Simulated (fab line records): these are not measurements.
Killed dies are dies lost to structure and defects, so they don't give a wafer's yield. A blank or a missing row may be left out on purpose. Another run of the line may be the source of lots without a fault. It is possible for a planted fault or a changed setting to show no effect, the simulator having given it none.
Which tool was responsible? -- flow n5Finfet -- 24 lots, 72 wafers sampled, at 4 steps of a route of 1938

## WHAT EACH GAUGE READ, for each wafer
N5_BEOL_M9_OVL_MEAS_29.
lot,measured,on,V8_OVL (nm)
L074,day 10 14:35,overlay-01,1.5 1.0 1.0
L075,day 11 01:21,overlay-02,1.2 0.1 0.3
L076,day 11 10:07,overlay-01,0.9 0.5 0.1
L077,day 11 10:04,overlay-02,0.3 0.2 -0.7
L078,day 11 13:16,overlay-02,-0.5 -0.9 0.0
L080,day 11 21:34,overlay-02,0.6 0.6 0.1
L081,day 12 05:44,overlay-01,0.5 0.5 0.8
L079,day 12 20:20,overlay-01,0.6 0.6 1.6
L082,day 12 22:56,overlay-02,-1.4 -0.4 -0.4
L083,day 13 03:12,overlay-02,-0.4 0.8 0.3
L084,day 13 10:39,overlay-01,0.8 1.7 0.8
L087,day 13 13:18,overlay-02,0.2 0.5 0.9
L085,day 14 03:51,overlay-01,1.1 0.8 -0.5
L088,day 14 03:53,overlay-02,-0.3 0.1 -0.1
L089,day 14 13:27,overlay-01,0.2 1.3 0.9
L086,day 14 13:17,overlay-01,0.2 1.2 0.7
L091,day 14 17:40,overlay-01,0.7 0.8 0.2
L090,day 15 12:26,overlay-01,1.1 0.7 1.4
L095,day 15 14:11,overlay-02,0.8 1.5 0.6
L092,day 15 14:20,overlay-01,0.5 1.0 0.5
L093,day 15 17:06,overlay-02,0.6 1.3 -0.4
L094,day 16 12:48,overlay-02,0.5 0.4 0.1
L096,day 16 21:21,overlay-01,-0.7 -0.6 -1.3
L097,day 17 06:14,overlay-01,0.5 0.4 0.3

N5_BEOL_M9_OCD_MEAS_38.
lot,measured,on,trenchDepthNm (nm)
L074,day 10 15:07,ocd-02,155.5 155.0 151.7
L075,day 11 02:19,ocd-02,146.8 151.8 149.3
L076,day 11 10:40,ocd-02,155.1 152.4 150.2
L077,day 11 10:38,ocd-01,148.0 149.2 148.2
L078,day 11 13:48,ocd-02,149.0 150.9 148.6
L080,day 11 22:07,ocd-02,149.8 145.5 145.0
L081,day 12 06:41,ocd-01,154.2 150.9 150.9
L079,day 12 21:21,ocd-01,149.4 150.4 149.9
L082,day 12 23:29,ocd-01,148.1 153.5 145.8
L083,day 13 03:45,ocd-02,152.3 153.0 149.4
L084,day 13 11:37,ocd-02,153.0 153.2 150.1
L087,day 13 14:14,ocd-02,145.5 150.2 148.9
L085,day 14 04:23,ocd-01,151.4 150.3 151.8
L088,day 14 04:25,ocd-02,153.9 152.0 152.3
L089,day 14 14:02,ocd-02,152.8 155.5 157.0
L086,day 14 13:52,ocd-01,149.6 145.8 150.1
L091,day 14 18:12,ocd-02,151.8 154.5 153.3
L090,day 15 12:58,ocd-02,154.8 152.0 151.6
L095,day 15 14:44,ocd-02,152.1 150.8 153.5
L092,day 15 14:53,ocd-01,152.1 151.8 153.9
L093,day 15 17:38,ocd-02,156.9 150.7 152.2
L094,day 16 13:20,ocd-01,146.9 147.6 146.6
L096,day 16 21:53,ocd-01,146.1 150.5 150.0
L097,day 17 06:47,ocd-01,149.5 150.6 153.1

## WHAT TOOL EACH LOT RAN ON (gives the tool, then ch and the chambers of the sampled wafers, and finally the start)
lot,N5_BEOL_M9_STRIP_67,N5_BEOL_M9_ETCH_76
L074,"rieDiel-04 ch 0,2,3, day 10 12:30","rieDiel-06 ch 0,1, day 10 14:42"
L075,"rieDiel-04 ch 1,2,3, day 11 00:36","rieDiel-05 ch 0,2,3, day 11 01:53"
L076,"rieDiel-06 ch 1,2,3, day 11 08:03","rieDiel-06 ch 0,1,3, day 11 10:14"
L077,"rieDiel-05 ch 0,1,2, day 11 08:11","rieDiel-05 ch 0,1,2, day 11 10:13"
L078,"rieDiel-04 ch 0,2, day 11 11:34","rieDiel-05 ch 1,2, day 11 13:23"
L080,"rieDiel-05 ch 2,3, day 11 19:12","rieDiel-06 ch 2,3, day 11 21:42"
L081,"rieDiel-05 ch 1,2,3, day 12 03:19","rieDiel-04 ch 0,2,3, day 12 06:16"
L079,"rieDiel-04 ch 0,2, day 12 16:17","rieDiel-05 ch 1,2, day 12 20:56"
L082,"rieDiel-06 ch 0,1,2, day 12 21:55","rieDiel-06 ch 1,2,3, day 12 23:04"
L083,"rieDiel-04 ch 0,2,3, day 13 02:38","rieDiel-06 ch 0,3, day 13 03:20"
L084,"rieDiel-04 ch 0,1, day 13 09:20","rieDiel-05 ch 2,3, day 13 11:11"
L087,"rieDiel-04 ch 1,2, day 13 12:28","rieDiel-05 ch 0,2,3, day 13 13:48"
L085,"rieDiel-06 ch 0,2,3, day 14 01:11","rieDiel-06 ch 0,2,3, day 14 03:58"
L088,"rieDiel-06 ch 0,2, day 14 02:26","rieDiel-04 ch 1,2, day 14 04:00"
L089,"rieDiel-06 ch 0,2,3, day 14 10:43","rieDiel-06 ch 1,2, day 14 13:37"
L086,"rieDiel-06 ch 0,1,3, day 14 10:58","rieDiel-05 ch 0,1, day 14 13:26"
L091,"rieDiel-05 ch 0,1, day 14 15:11","rieDiel-06 ch 1,2, day 14 17:46"
L090,"rieDiel-06 ch 0,1,2, day 15 09:33","rieDiel-06 ch 0,1,2, day 15 12:33"
L095,"rieDiel-06 ch 1,2,3, day 15 13:35","rieDiel-05 ch 2,3, day 15 14:18"
L092,"rieDiel-05 ch 0,2, day 15 13:45","rieDiel-06 ch 0,1,2, day 15 14:28"
L093,"rieDiel-05 ch 1,2,3, day 15 14:03","rieDiel-06 ch 1,2,3, day 15 17:13"
L094,"rieDiel-04 ch 1,2, day 16 11:48","rieDiel-05 ch 1,2, day 16 12:55"
L096,"rieDiel-06 ch 0,3, day 16 18:23","rieDiel-05 ch 0,1,3, day 16 21:28"
L097,"rieDiel-04 ch 1,3, day 17 04:05","rieDiel-04 ch 0,2,3, day 17 06:21"
- N5_BEOL_M9_STRIP_67: strips in CF4.
- N5_BEOL_M9_ETCH_76: etches underlayer in N2/H2, target depth 6.5 nm, time 5.2 s.

## AS READ BY THE TOOLS THEMSELVES (means over the sampled wafers that have a number; for cases with no such wafer, the mark the record gives instead)
N5_BEOL_M9_STRIP_67.
lot,tool,drypumpMotorCurrentA (A),oesProductAu (a.u.),rfVppV (V),showerheadPlenumPTorr (Torr),throttleValvePct (%)
L074,rieDiel-04,6.2,0.81,269.9,1.71,13.45
L075,rieDiel-04,6.0,0.82,269.6,1.72,13.48
L076,rieDiel-06,6.2,0.76,271.5,1.82,13.83
L077,rieDiel-05,5.5,0.74,271.6,1.83,13.74
L078,rieDiel-04,6.0,0.80,268.9,1.73,13.36
L080,rieDiel-05,5.5,0.88,273.4,1.87,13.36
L081,rieDiel-05,5.5,0.80,271.7,1.85,13.48
L079,rieDiel-04,6.2,0.84,270.1,1.74,13.26
L082,rieDiel-06,6.2,0.75,271.9,1.82,13.87
L083,rieDiel-04,6.2,0.79,269.8,1.71,13.50
L084,rieDiel-04,5.7,0.73,269.8,1.72,13.52
L087,rieDiel-04,5.9,0.84,270.1,1.74,13.29
L085,rieDiel-06,6.1,0.82,270.7,1.81,13.72
L088,rieDiel-06,6.2,0.91,271.7,1.82,13.59
L089,rieDiel-06,6.1,0.82,270.7,1.80,13.72
L086,rieDiel-06,6.2,0.77,272.3,1.80,13.82
L091,rieDiel-05,5.6,0.70,272.7,1.84,13.71
L090,rieDiel-06,6.2,0.83,271.6,1.81,13.70
L095,rieDiel-06,6.2,0.84,271.7,1.81,13.69
L092,rieDiel-05,5.6,0.72,271.8,1.83,13.97
L093,rieDiel-05,5.5,0.78,272.4,1.84,13.54
L094,rieDiel-04,5.6,0.78,269.8,1.74,13.47
L096,rieDiel-06,6.1,0.72,271.1,1.78,13.91
L097,rieDiel-04,6.0,0.73,268.3,1.67,13.80

N5_BEOL_M9_ETCH_76.
lot,tool,drypumpMotorCurrentA (A),etchRfOnTimeS (s),oesProductAu (a.u.),rfVppV (V),showerheadPlenumPTorr (Torr),throttleValvePct (%)
L074,rieDiel-06,6.2,5.12,0.72,525.5,2.58,18.09
L075,rieDiel-05,5.6,5.21,0.70,526.3,2.64,17.92
L076,rieDiel-06,6.2,5.15,0.67,523.6,2.56,18.07
L077,rieDiel-05,5.5,5.27,0.62,524.8,2.61,18.08
L078,rieDiel-05,5.3,5.27,0.65,525.1,2.59,18.06
L080,rieDiel-06,6.2,5.35,0.60,525.7,2.59,18.20
L081,rieDiel-04,6.2,5.20,0.68,520.6,2.42,17.83
L079,rieDiel-05,5.4,5.32,0.62,524.4,2.61,17.95
L082,rieDiel-06,6.2,5.21,0.65,525.6,2.58,18.17
L083,rieDiel-06,6.1,5.19,0.63,523.1,2.53,18.09
L084,rieDiel-05,5.5,5.19,0.74,528.1,2.65,17.68
L087,rieDiel-05,5.6,5.28,0.67,525.7,2.63,17.97
L085,rieDiel-06,6.2,5.23,0.70,523.3,2.56,18.00
L088,rieDiel-04,5.6,5.12,0.68,520.6,2.45,17.65
L089,rieDiel-06,6.2,5.08,0.76,524.9,2.60,18.06
L086,rieDiel-05,5.7,5.27,0.58,525.7,2.62,17.99
L091,rieDiel-06,6.2,5.15,0.79,526.6,2.60,17.95
L090,rieDiel-06,6.2,5.17,0.71,524.2,2.57,18.05
L095,rieDiel-05,5.5,5.18,0.71,527.4,2.64,17.70
L092,rieDiel-06,6.2,5.16,0.72,524.9,2.57,18.05
L093,rieDiel-06,6.2,5.15,0.72,524.1,2.57,18.06
L094,rieDiel-05,5.3,5.29,0.63,525.0,2.57,18.12
L096,rieDiel-05,5.8,5.20,0.64,525.7,2.64,17.88
L097,rieDiel-04,6.2,5.23,0.63,519.6,2.40,17.90

## THE ANSWER, worked out from the rows above alone
Rule: the lots themselves supply what counts as usual. Put in order of their means at a reading, lots are off if they are a third of the lots or fewer, leave a main group of 4 or more, and stand apart from it by a gap of 3 or more times the standard deviation of the main group's means; of several such gaps the widest counts. The tables above print the reading to a certain number of digits; a main group whose means all agree to those digits is not used. Also off: a lot with no number at a reading for which 4 or more lots have one. Where the step has rows for the other lots, those lots are counted as sound. Order of review: gauges by route order, followed by the tools' own readings, for which a lot's mean as printed above is used. At the first step where some lot is off, the reading lying furthest off is the one used; lots without a number count as furthest.
No lot is off at any reading shown: from this, nothing can be told.

## WHAT THE SIMULATOR HAD INSERTED
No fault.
